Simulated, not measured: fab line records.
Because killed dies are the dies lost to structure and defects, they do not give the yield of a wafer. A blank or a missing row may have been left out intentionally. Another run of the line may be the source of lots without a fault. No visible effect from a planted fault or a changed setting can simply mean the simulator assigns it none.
Matching of chambers ; flow n5 finfet ; rie diel-03 running N5_BEOL_M6_ETCH_62: 4 sister chambers
The step etches SOC in N2/H2, target depth 110 nm, overetch 22 nm, time 165 s. 4 wafers are shown with their chamber, then 8 later ones without.

## WAFERS PAIRED WITH THEIR CHAMBERS
wafer;chamber;drypump motor current A (A)
L078.2;1;6.5
L078.6;3;5.6
L080.5;2;6.8
L087.1;0;6.0

## WAFERS WITH NO CHAMBER GIVEN
wafer;drypump motor current A (A)
L087.2;5.6
L087.5;6.7
L095.2;6.5
L095.5;5.6
L095.6;6.7
L096.2;6.0
L096.5;6.0
L096.6;5.6

## CHAMBER TAKEN BY EACH
wafer;from the rows above;in truth
L087.2;3;3
L087.5;2;2
L095.2;1;1
L095.5;3;3
L095.6;2;2
L096.2;0;0
L096.5;0;0
L096.6;3;3
Placed correctly: 8 of 8. From these rows, 0 cannot be placed. Wrongly placed: 0.
How it was worked out, from the rows above alone: a wafer's distance from a chamber is the root of the sum, over the readings, of the square of ((its reading less the chamber's mean) divided by the reading's scatter). If the next closest chamber is less than 2 further off than the closest, the wafer can't be placed; otherwise it belongs to the closest. The mean given for a chamber averages the wafers shown for that chamber. The scatter (one wafer shown for each chamber): square how far every hidden wafer sits from the nearest shown wafer, average those squares and take the square root.
